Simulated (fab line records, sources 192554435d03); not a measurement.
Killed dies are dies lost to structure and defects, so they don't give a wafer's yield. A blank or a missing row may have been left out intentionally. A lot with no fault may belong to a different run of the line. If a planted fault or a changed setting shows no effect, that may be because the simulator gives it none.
Comparing a struck lot with a sound one + flow n5 finfet + 14 out of 1938 route steps
Sound: the wafers L350.1, L350.3, L350.6. Struck: wafer L356.2 (left out: L356.4, L356.5 of the same lot, which were not struck); the cause appears at the end.
Order at every step that has rows: each side's tool, ch and its chambers, its first start. Under that, the readings that differ: sound wafers + struck wafers + difference of the means + sigmas: that difference in standard deviations of wafers without a fault.
alike: readings whose means differ by less than 2 such deviations, and words and numbers that are the same on both sides. not compared: withheld readings, readings that some wafer has no value for, bounds like >300 that may hide the same value, and numbers for which the record gives no deviation and whose values overlap.
Wherever a step has rows on one side only, a row that says differs or no value, or a row with sigmas, the two part there. Non-overlapping numbers with no deviation appear without sigmas and do not part them. Lack of a reading on every wafer of one side parts them only where that side has two or more wafers.

first, 8 steps without rows for these wafers: N5_BEOL_M6_COAT_64 (time 60 s, resist thk 12 nm); N5_BEOL_M6_COAT_71 (time 60 s, resist thk 5 nm); N5_BEOL_M6_COAT_22 (resist thk 30 nm); N5_BEOL_M6_EBR_24; N5_BEOL_M6_SOFTBAKE_23 (time 60 s); N5_BEOL_M6_EXPOSE_25 (exposes mask V5, target cd 40 nm); N5_BEOL_M6_PEB_26 (peb time 60 s); N5_BEOL_M6_DEVELOP_27 (develop time 30 s).
N5_BEOL_M6_CD_MEAS_28 targets a cd of 40 nm.
  sound on cd sem-01 ch 0, day 9 01:47; struck on cd sem-02 ch 0, day 10 22:44
  alike: cd nm
N5_BEOL_M6_OVL_MEAS_29:
  sound on overlay-01 ch 0, day 9 01:49; struck on overlay-01 ch 0, day 10 22:46
  alike: V5_OVL
N5_BEOL_M6_INSPECT_30: inspects for defects (brightfield).
  sound: defect inspect-02 at day 9 01:52; struck: defect inspect-01 at day 10 22:49
  alike: raw defect count
N5_BEOL_M6_DESCUM_33: chemistry O2, time 7 s.
  sound on rie diel-02 ch 1,2,3, day 9 01:54; struck on rie diel-02 ch 2, day 10 22:58
  alike: drypump motor current A, o2 flow sccm, oes product au, rf fwd power W, rf vpp V, showerhead plenum p Torr, throttle valve pct
  not compared: rf hours counter h
N5_BEOL_M6_ETCH_72: etches underlayer in N2/H2, target depth 6.5 nm, time 5.2 s.
  sound on rie diel-02 ch 1,2,3, day 9 01:56; struck on rie diel-02 ch 2, day 10 23:01
| reading               | sound          | struck | difference | sigmas |
|-----------------------|----------------|--------|------------|--------|
| etch rf on time s (s) | 5.09 5.00 4.98 | 2.98   | -2.04      | -19    |
| oes product au (a.u.) | 0.61 0.64 0.63 | 0.89   | +0.26      | +4     |
  alike: drypump motor current A, rf fwd power W, rf vpp V, showerhead plenum p Torr, throttle valve pct
  not compared: rf hours counter h
N5_BEOL_M6_ETCH_65: etches SiARC in CF4, target depth 15.6 nm, time 26 s.
  sound on rie diel-02 ch 1,2,3, day 9 01:57; struck on rie diel-02 ch 2, day 10 23:02
  alike: drypump motor current A, etch rf on time s, oes product au, rf fwd power W, rf vpp V, showerhead plenum p Torr, throttle valve pct
  not compared: rf hours counter h

WHERE THEY PART
Only at N5_BEOL_M6_ETCH_72, as far as this record shows. Later steps at which nothing parts them and some readings are alike: N5_BEOL_M6_ETCH_65.

WHY: what the simulator had put in
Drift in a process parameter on rie diel-02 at N5_BEOL_M6_ETCH_72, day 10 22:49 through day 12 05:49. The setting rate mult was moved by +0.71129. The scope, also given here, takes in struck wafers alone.
